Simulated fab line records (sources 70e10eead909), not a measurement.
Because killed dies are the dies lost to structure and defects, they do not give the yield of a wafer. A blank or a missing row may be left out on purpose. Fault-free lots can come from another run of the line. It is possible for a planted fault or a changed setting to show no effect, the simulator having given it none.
Chamber matching	flow nand harc	NHARC_P_M1_PRE_CLEAN_32 on pecvd-04: 3 sister chambers
The step time 12 s. 16 wafers are shown with their chamber, then 8 later ones without.

== EACH WAFER AND ITS CHAMBER ==
wafer	chamber	heater power w (W)	rf fwd power W (W)
L075.1	0	655	293.0
L075.3	2	721	293.9
L075.5	1	728	293.0
L077.1	1	661	293.8
L077.2	2	670	291.9
L077.5	1	676	292.3
L079.1	2	729	292.3
L079.3	1	606	292.7
L079.5	2	709	291.4
L081.2	2	723	292.2
L081.4	1	648	292.3
L081.5	2	712	291.4
L082.1	0	700	292.2
L082.2	2	664	294.4
L082.4	1	662	292.5
L087.1	1	589	292.2

SIGNATURES (averages over the wafers above)
reading	chamber 0	chamber 1	chamber 2	scatter within a chamber
heater power w	677.50	652.86	704.00	37
rf fwd power W	292.600	292.686	292.500	0.908
Rule: distance of a wafer from a chamber = root of the sum over the readings of ((wafer's reading minus chamber's mean) / reading's scatter) squared. The wafer belongs to the nearest chamber; if the next one is less than 2 further off, it can't be placed. The scatter: the root of (the sum of the squares of (reading less its chamber's mean) over the shown wafers, divided by (wafers less chambers)).

== WAFERS WITHOUT THEIR CHAMBER ==
wafer	heater power w (W)	rf fwd power W (W)
L087.2	721	292.5
L087.6	631	291.5
L090.1	748	292.4
L090.2	602	292.1
L090.3	616	292.5
L091.3	712	292.5
L091.5	581	293.0
L091.6	701	292.5

== THE CHAMBER EACH PASSED THROUGH ==
wafer	from the rows above	in truth
L087.2	can't be placed: 2 or 0 or 1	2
L087.6	can't be placed: 1 or 0 or 2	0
L090.1	can't be placed: 2 or 0 or 1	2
L090.2	can't be placed: 1 or 0 or 2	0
L090.3	can't be placed: 1 or 0 or 2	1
L091.3	can't be placed: 2 or 0 or 1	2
L091.5	can't be placed: 1 or 0 or 2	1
L091.6	can't be placed: 2 or 0 or 1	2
Placed correctly: 0 of 8. Cannot be placed on the basis of these rows: 8; the candidates contain the true chamber in 8. 0 placed wrongly.
